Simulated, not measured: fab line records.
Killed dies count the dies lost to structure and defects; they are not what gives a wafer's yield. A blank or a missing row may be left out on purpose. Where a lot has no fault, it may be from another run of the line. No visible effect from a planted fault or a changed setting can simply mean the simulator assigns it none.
Lot-split experiment    flow n5Finfet    on a route of 1938 steps: 7 lots, 21 wafers read

## THE SPLIT
At N5_BEOL_M9_CMP_52 (polishes, stops on SiCOH lowk, t overpolish 7 s, target thk 140 nm), the setting downForcePsi was moved away from the recipe's 1 psi on 9 of the 21 wafers read, by -18.6% to +22.3%. All remaining wafers had this setting at the recipe value.

The reading is taken at the split's own step.

## THE READING
barrierFieldEndpointS, in s, at N5_BEOL_M9_CMP_52 (polishes, stops on SiCOH lowk, t overpolish 7 s, target thk 140 nm). A value of 28.6 s with a standard deviation of 0.65 s is what fault-free wafers of this fab line usually give.

wafer   tool, chamber at the split  downForcePsi as run, psi  against the recipe  barrierFieldEndpointS, s  against lot-mates on the recipe
L075.2  cmp-03, 2                   0.8139                    -18.6%              36.6                      +8.2
L075.4  cmp-03, 0                   1                         recipe              28.4                      -
L075.1  cmp-03, 1                   0.8139                    -18.6%              35.6                      +7.2
L083.2  cmp-04, 2                   1                         recipe              28.5                      -
L083.5  cmp-04, 3                   1                         recipe              28.6                      -
L083.6  cmp-04, 0                   0.9231                    -7.7%               30.4                      +1.8
L081.1  cmp-01, 1                   1                         recipe              29.0                      -
L081.3  cmp-01, 2                   1                         recipe              27.1                      -
L081.6  cmp-01, 3                   1                         recipe              28.8                      -
L084.4  cmp-01, 0                   0.8353                    -16.5%              35.0                      no lot-mate on the recipe
L084.2  cmp-01, 2                   0.8353                    -16.5%              33.4                      no lot-mate on the recipe
L084.1  cmp-01, 3                   0.8353                    -16.5%              34.0                      no lot-mate on the recipe
L085.4  cmp-04, 2                   1                         recipe              29.4                      -
L085.6  cmp-04, 3                   1                         recipe              28.2                      -
L085.5  cmp-04, 0                   1                         recipe              28.2                      -
L089.4  cmp-03, 0                   1.223                     +22.3%              23.3                      no lot-mate on the recipe
L089.3  cmp-03, 3                   1.223                     +22.3%              22.5                      no lot-mate on the recipe
L089.5  cmp-03, 0                   1.223                     +22.3%              23.3                      no lot-mate on the recipe
L091.1  cmp-04, 1                   1                         recipe              28.4                      -
L091.3  cmp-04, 0                   1                         recipe              27.7                      -
L091.5  cmp-04, 1                   1                         recipe              28.7                      -

THE FIT
A straight line over all 21 wafers: barrierFieldEndpointS changes by -0.304 s for each +1% of downForcePsi; r = -0.97; the points scatter about the line by 0.95 s.
The same after taking each lot's own level away (the mean of its wafers on the recipe; 15 wafers): -0.404 s for each +1%; r = -0.97; scatter 0.67 s.
Per that fit: largest downForcePsi move, reading shift of 9 s.
The span of the lots' own levels, 28.27 to 28.60 s, comes to 0.5 times the standard deviation stated above.
Hence the slope depends on the lot-to-lot level, as the two fits are not the same.
Check: with one of the wafers moved furthest among these (-18.6%) left out of the fit, the line predicts +6.81 s for it against its lot-mates. It came out at +8.2 s against them.
Tool readings at the split's step, against how far the setting was moved: barrierFieldEndpointS r = -0.97.

## THESE WAFERS: OTHER SPLITS
These wafers also went through other splits before the reading. Each is held against what the fit with the lots' levels taken away leaves over:
other split on the same wafers      wafers away from the commonest value  r with barrierFieldEndpointS (lot level and that fit taken away)
N5_BEOL_M6_TRENCH_ETCH_37 timeS     9                                     -0.01
N5_BEOL_M8_EXPOSE_08 doseMj         8                                     -0.10
N5_BEOL_M8_DEVELOP_10 developTimeS  11                                    +0.23
N5_BEOL_M8_ETCH_65 sourceW          5                                     +0.13

## THE FILE'S OWN FIT
barrierFieldEndpointS changes by -0.389 s for each +1% of downForcePsi, r = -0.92.
